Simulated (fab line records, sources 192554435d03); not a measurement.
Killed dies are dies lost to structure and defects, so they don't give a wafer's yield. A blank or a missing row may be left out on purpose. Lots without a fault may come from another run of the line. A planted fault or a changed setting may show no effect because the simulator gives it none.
Which tool did it? | flow n5_finfet | 11 lots, 33 wafers sampled, at 2 steps of a route of 1938

WHAT THE GAUGES READ, wafer by wafer
N5_BEOL_M7_RS_MEAS_57: measures by four-point-probe.
lot  | measured     | on            | M7_RS (ohm/sq)
L588 | day 9 15:11  | film_metro-01 | 0.306 0.303 0.308
L590 | day 10 00:17 | film_metro-02 | 0.280 0.298 0.290
L591 | day 10 10:30 | film_metro-02 | 0.292 0.284 0.285
L592 | day 10 15:07 | film_metro-01 | 0.285 0.287 0.305
L594 | day 11 00:35 | film_metro-02 | 0.306 0.300 0.293
L593 | day 11 01:14 | film_metro-02 | 0.279 0.280 0.285
L599 | day 12 09:06 | film_metro-01 | 0.278 0.293 0.294
L601 | day 12 14:59 | film_metro-02 | 0.268 0.290 0.267
L606 | day 13 17:24 | film_metro-01 | 0.281 0.290 0.289
L605 | day 14 00:14 | film_metro-01 | 0.287 0.318 0.303
L610 | day 16 08:06 | film_metro-02 | 0.296 0.292 0.287

WHICH TOOL RAN EACH LOT (tool, then ch and the chambers of the sampled wafers, then the start)
lot  | N5_BEOL_M7_SPUTTER_48
L588 | pvd_sputter-02, day 9 14:15
L590 | pvd_sputter-03, day 9 22:01
L591 | pvd_sputter-02, day 10 09:34
L592 | pvd_sputter-01, day 10 14:03
L594 | pvd_sputter-02, day 10 23:40
L593 | pvd_sputter-02, day 11 00:17
L599 | pvd_sputter-01, day 12 06:46
L601 | pvd_sputter-01, day 12 14:02
L606 | pvd_sputter-02, day 13 15:13
L605 | pvd_sputter-01, day 13 23:14
L610 | pvd_sputter-01, day 16 07:04
- N5_BEOL_M7_SPUTTER_48: material Cu, target thk 10 nm, time 1.667 s.

THE ANSWER, worked out from the rows above alone
Rule: what is usual is taken from the lots themselves. Put in order of their means at a reading, lots are off if they are a third of the lots or fewer, leave a main group of 4 or more, and stand apart from it by a gap of 3 or more times the standard deviation of the main group's means; of several such gaps the widest counts. A main group whose means are all the same, to the digits that the tables above print for the reading, isn't used. A lot without any number at a reading at which 4 lots or more have one is off too. The other lots that the step has rows for count as sound.
No lot is off at any reading shown: from this, nothing can be told.

WHAT THE SIMULATOR HAD PUT IN
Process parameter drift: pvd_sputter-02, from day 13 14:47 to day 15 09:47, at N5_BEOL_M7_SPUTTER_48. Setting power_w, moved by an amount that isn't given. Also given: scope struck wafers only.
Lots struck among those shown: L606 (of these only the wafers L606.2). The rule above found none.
